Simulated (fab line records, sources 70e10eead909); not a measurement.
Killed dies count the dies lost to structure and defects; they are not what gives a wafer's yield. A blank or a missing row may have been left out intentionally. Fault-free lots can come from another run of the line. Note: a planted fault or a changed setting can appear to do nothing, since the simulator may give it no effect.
Comparing a struck lot with a sound one | flow nandHarc | 42 out of 1159 route steps
Sound: wafers L622.2, L622.3, L622.5. Struck: wafer L617.2 (L617.1, L617.6, from the same lot, were not struck and are left out); the cause is given at the end.
At each step with rows: each side's tool, then ch and its chambers, then its first start. Under that, the readings that differ: sound wafers | struck wafers | difference of the means | sigmas: that difference in standard deviations of wafers without a fault.
alike: words and numbers the same on both sides, and readings whose means are apart by under 2 such deviations; not compared: readings that were withheld, readings missing a value for some wafer, numbers with overlapping values and no deviation given by the record, and bounds like >300 which may hide the same value.
A row with sigmas, a row that says differs or no value, or rows on one side alone: a step with any of these is where the two part. When numbers do not overlap yet have no deviation, they are printed without sigmas and do not part them. A reading missing from all wafers of one side parts the sides only when that side holds two or more wafers.

NHARC_A_CONTACT_ETCH_118: etches the open film in C4F8/O2/Ar, time 94 s, target depth 922 nm.
  sound on harCapEtch-01 ch 0,1, day 19 09:51; struck on harCapEtch-03 ch 0, day 18 11:59
  alike: chamberPressureMTorr
  not compared: rfHoursCounterH
then, 4 steps without rows for these wafers: NHARC_A_CONTACT_ETCH_119 (etches the open film in C4F8/O2/Ar, time 94 s, target depth 922 nm); NHARC_A_CONTACT_ETCH_120 (etches the open film in C4F8/O2/Ar, time 94 s, target depth 922 nm); NHARC_A_CONTACT_ETCH_121 (etches the open film in C4F8/O2/Ar, time 94 s, target depth 922 nm); NHARC_A_CONTACT_ETCH_122 (etches the open film in C4F8/O2/Ar, time 95 s, target depth 930 nm).
NHARC_A_CONTACT_ETCH_123: etches the open film in C4F8/O2/Ar, time 253 s, target depth 1090 nm.
  sound on harCapEtch-01 ch 0,1, day 19 10:20; struck on harCapEtch-03 ch 0, day 18 12:26
  alike: chamberPressureMTorr
  not compared: rfHoursCounterH
NHARC_A_CONTACT_ETCH_90: etches the open film in CH3F/O2, target depth 40 nm, time 85.7 s.
  sound on rieDiel-03 ch 1,2, day 19 10:56; struck on rieDiel-03 ch 1, day 18 13:02
  alike: ch3fFlowSccm, chamberPressureMTorr, drypumpMotorCurrentA, oesProductAu, rfVppV, showerheadPlenumPTorr, throttleValvePct
  not compared: rfHoursCounterH
then, 1 step without rows for these wafers: NHARC_A_CONTACT_ETCH_96 (etches the open film in C4F6/O2, target depth 20 nm, time 10 s).
NHARC_A_CONTACT_CD_MEAS_53:
  sound on cdSem-02, day 19 11:09; struck on cdSem-01, day 18 13:15
  alike: cdNm
then, 3 steps without rows for these wafers: NHARC_A_CONTACT_STRIP_99 (strips in N2/H2); NHARC_A_CONTACT_STRIP_100 (strips in CF4/CHF3); NHARC_A_CONTACT_STRIP_101 (strips in O2/COS).
NHARC_A_CONTACT_ETCH_102: etches the open film in CF4/O2, target depth 70 nm, overetch 7 nm, time 38.5 s.
  sound on rieDiel-13 ch 0,1,2, day 19 11:29; struck on rieDiel-03 ch 2, day 18 13:33
  alike: chamberPressureMTorr, drypumpMotorCurrentA, oesProductAu, rfVppV, showerheadPlenumPTorr, throttleValvePct
  not compared: rfHoursCounterH
then, 14 steps without rows for these wafers: NHARC_A_CONTACT_STRIP_55 (strips in O2); NHARC_A_CONTACT_STRIP_56 (strips in post etch residue remover, time 600 s); NHARC_A_CONTACT_DEP_57 (deposits aC, target thk 2800 nm); NHARC_A_CONTACT_DEP_58 (deposits SiON, target thk 60 nm); NHARC_A_CONTACT_DEHYDRATE_59 (time 120 s); NHARC_A_CONTACT_HMDS_60 (time 30 s); NHARC_A_CONTACT_COAT_61 (time 75 s); NHARC_A_CONTACT_COAT_62 (time 65 s); NHARC_A_CONTACT_COAT_63 (resist thk 90 nm); NHARC_A_CONTACT_SOFTBAKE_64 (time 55 s); NHARC_A_CONTACT_EBR_65; NHARC_A_CONTACT_EXPOSE_66 (exposes mask A CC 2); NHARC_A_CONTACT_PEB_67 (peb time 65 s); NHARC_A_CONTACT_DEVELOP_68 (develop time 35 s).
NHARC_A_CONTACT_CD_MEAS_69 targets a cd of 200 nm.
  sound on cdSem-02 ch 0, day 19 14:52; struck on cdSem-02 ch 0, day 18 18:06
  alike: cdNm
NHARC_A_CONTACT_OVL_MEAS_70:
  sound on overlay-01, day 19 14:57; struck on overlay-01, day 18 18:11
  alike: overlayXNm, overlayYNm
NHARC_A_CONTACT_DESCUM_74: chemistry O2, time 3 s.
  sound on rieDiel-08 ch 0,2, day 19 15:02; struck on rieDiel-08 ch 1, day 18 18:18
reading             | sound             | struck | difference | sigmas
oesProductAu (a.u.) | 0.972 0.984 0.988 | 1.011  | +0.030     | +2
  alike: chamberPressureMTorr, drypumpMotorCurrentA, rfVppV, showerheadPlenumPTorr, throttleValvePct
  not compared: rfHoursCounterH
then, 2 steps without rows for these wafers: NHARC_A_CONTACT_ETCH_75 (etches the open film in CF4, target depth 39 nm, time 65 s); NHARC_A_CONTACT_ETCH_76 (etches the open film in N2/H2, target depth 260 nm, time 475.3 s).
NHARC_A_CONTACT_ETCH_77: etches the open film in CF4/CHF3, target depth 72.6 nm, time 36.3 s.
  sound: rieDiel-08 ch 0,1,3; struck: rieDiel-08 ch 2
reading              | sound                | struck | difference | sigmas
throttleValvePct (%) | 16.789 16.813 16.812 | 16.830 | +0.025     | +3
  alike: chamberPressureMTorr, drypumpMotorCurrentA, oesProductAu, rfVppV, showerheadPlenumPTorr
  not compared: rfHoursCounterH
then, 8 steps without rows for these wafers: NHARC_A_CONTACT_ETCH_78 (etches the open film in O2/COS, target depth 2800 nm, time 728 s); NHARC_A_CONTACT_ETCH_124 (etches the open film in C4F8/O2/Ar, time 140 s, target depth 700 nm); NHARC_A_CONTACT_ETCH_125 (etches the open film in C4F8/O2/Ar, time 155 s, target depth 956 nm); NHARC_A_CONTACT_ETCH_126 (etches the open film in C4F8/O2/Ar, time 155 s, target depth 956 nm); NHARC_A_CONTACT_ETCH_127 (etches the open film in C4F8/O2/Ar, time 155 s, target depth 956 nm); NHARC_A_CONTACT_ETCH_128 (etches the open film in C4F8/O2/Ar, time 155 s, target depth 956 nm); NHARC_A_CONTACT_ETCH_129 (etches the open film in C4F8/O2/Ar, time 155 s, target depth 956 nm); NHARC_A_CONTACT_ETCH_130 (etches the open film in C4F8/O2/Ar, time 155 s, target depth 956 nm).
-- jump in the record: it breaks off in module A_CONTACT and resumes in module END (first step shown: number 1159 of the route), and 3 days separate the struck wafers' starts before and after --
NHARC_END_SORT_01:
  sound on prober-01 ch 0, day 22 14:34; struck on prober-01 ch 0, day 21 15:15
reading       | sound    | struck | difference | sigmas
killedAtArray | 18 33 24 | 109    | +84        | +8
killedDies    | 24 35 26 | 110    | +82        | +7
killedShort   | 6 3 0    | 0      | -3         | -2
  alike: killedAtOther, killedAtPeriphery, killedOpen

== WHERE THEY PART ==
First at NHARC_A_CONTACT_DESCUM_74; last, within this record, at NHARC_END_SORT_01.

WHY: what the simulator had put in
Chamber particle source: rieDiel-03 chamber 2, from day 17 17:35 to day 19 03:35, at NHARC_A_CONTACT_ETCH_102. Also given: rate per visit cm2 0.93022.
